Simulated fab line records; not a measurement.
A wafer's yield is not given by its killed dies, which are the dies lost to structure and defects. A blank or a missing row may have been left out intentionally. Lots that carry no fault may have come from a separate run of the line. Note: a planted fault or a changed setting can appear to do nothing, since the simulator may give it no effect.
A lot that was struck, set against a sound lot :: flow n5_finfet :: 15 steps out of a route of 1938
Sound: the wafers L293.1, L293.2, L293.4. Struck: wafer L301.5. (L301.3, L301.6 of the same lot were not struck and are left out.) The cause comes at the end.
For every step that has rows: the tool of each side, followed by ch and its chambers, followed by its first start. Under that, the readings that differ: sound wafers :: struck wafers :: difference of the means :: sigmas: that difference in standard deviations of wafers without a fault.
alike: readings whose means differ by less than 2 such deviations, and words and numbers that are the same on both sides. not compared: withheld readings, readings that some wafer has no value for, bounds like >300 that may hide the same value, and numbers for which the record gives no deviation and whose values overlap.
A row with sigmas, a row that says differs or no value, or rows on one side alone: a step with any of these is where the two part. Numbers that don't overlap but have no deviation are shown without sigmas and don't part them. A reading missing from all wafers of one side parts the sides only when that side holds two or more wafers.

N5_BEOL_M15_CD_MEAS_10: the cd target is 360 nm.
  sound on cd_sem-01 ch 0, day 12 06:54; struck on cd_sem-03 ch 0, day 14 13:57
  alike: cd_nm
N5_BEOL_M15_OVL_MEAS_11:
  sound on overlay-01 ch 0, day 12 06:56; struck on overlay-02 ch 0, day 14 13:58
  alike: V14_OVL
N5_BEOL_M15_INSPECT_12: inspects for defects (macro).
  struck on defect_inspect-01, day 14 14:00; sound on defect_inspect-01, day 12 06:57
  alike: raw_defect_count
N5_BEOL_M15_DESCUM_15: chemistry O2, time 7.9 s.
  sound on rie_diel-02 ch 0,1,2, day 12 06:59; struck on rie_diel-05 ch 0, day 14 14:02
  alike: drypump_motor_current_A, oes_product_au, rf_vpp_V, showerhead_plenum_p_Torr, throttle_valve_pct
  not compared: rf_hours_counter_h
N5_BEOL_M15_ETCH_59: etches BARC in N2/H2, target depth 89 nm, overetch 26.7 nm, time 67.9 s.
  sound on rie_diel-02 ch 0,1,2, day 12 07:01; struck on rie_diel-05 ch 0, day 14 14:04
  alike: drypump_motor_current_A, oes_product_au, rf_vpp_V, showerhead_plenum_p_Torr, throttle_valve_pct
  not compared: rf_hours_counter_h
N5_BEOL_M15_VIA_ETCH_16: etches SiO2 in C4F8/O2/Ar, target depth 1792.2 nm.
  sound on rie_diel-02 ch 0,1,2, day 12 07:04; struck on rie_diel-05 ch 0, day 14 14:07
reading: rf_vpp_V (V)
sound: 2233 2214 2227
struck: 2309
difference: +84
sigmas: +3
  alike: drypump_motor_current_A, oes_product_au, showerhead_plenum_p_Torr, throttle_valve_pct
N5_BEOL_M15_STRIP_63: strips in O2.
  sound: rie_diel-02 ch 0,1,2; struck: rie_diel-05 ch 0
  alike: drypump_motor_current_A, oes_product_au, rf_vpp_V, showerhead_plenum_p_Torr, throttle_valve_pct
  not compared: rf_hours_counter_h
N5_BEOL_M15_STRIP_64: strips in O2.
  sound: rie_diel-02 ch 0,1,2; struck: rie_diel-05 ch 0
  alike: drypump_motor_current_A, oes_product_au, rf_vpp_V, showerhead_plenum_p_Torr, throttle_valve_pct
  not compared: rf_hours_counter_h
then, 2 steps without rows for these wafers: N5_BEOL_M15_STRIP_65 (strips in post etch residue remover, time 60 s); N5_BEOL_M15_SRD_66 (time 30 s, dry time 30 s).
N5_BEOL_M15_CD_MEAS_17: the cd target is 360 nm.
  struck on cd_sem-02, day 14 14:32; sound on cd_sem-02, day 12 07:29
reading: cd_nm (nm)
sound: 364.5 363.7 361.0
struck: 358.5
difference: -4.6
sigmas: -2
then, 1 step without rows for these wafers: N5_BEOL_M15_COAT_56 (time 60 s, resist thk 550 nm).
N5_BEOL_M15_ETCH_57: etches SOC in N2/H2, time 750 s.
  sound on rie_diel-01 ch 0,1,3, day 12 07:36; struck on rie_diel-01 ch 1, day 14 14:39
reading: oes_product_au (a.u.)
sound: 0.87 0.75 0.70
struck: 1.20
difference: +0.43
sigmas: +5
  alike: drypump_motor_current_A, rf_vpp_V, showerhead_plenum_p_Torr, throttle_valve_pct
  not compared: rf_hours_counter_h
then, 1 step without rows for these wafers: N5_BEOL_M15_COAT_60 (time 60 s, resist thk 89 nm).
N5_PASSIVATION_PROBE_49:
  struck on prober-02, day 15 11:32; sound on prober-02, day 13 03:44
reading: sort_bin_5_function (%)
sound: 6.5 5.5 5.8
struck: 3.5
difference: -2.4
sigmas: -3
  alike: defect_limited_yield, killed_at_M0_to_M3, killed_at_M4_up, killed_at_contacts, killed_at_front_end, killed_at_other, killed_dies, killed_open, killed_short, sort_bin_6_memory, sort_n_pass, sort_yield_pct

== WHERE THEY PART ==
Earliest at N5_BEOL_M15_VIA_ETCH_16; latest, in this record, at N5_PASSIVATION_PROBE_49.

WHY: whatever the simulator had introduced
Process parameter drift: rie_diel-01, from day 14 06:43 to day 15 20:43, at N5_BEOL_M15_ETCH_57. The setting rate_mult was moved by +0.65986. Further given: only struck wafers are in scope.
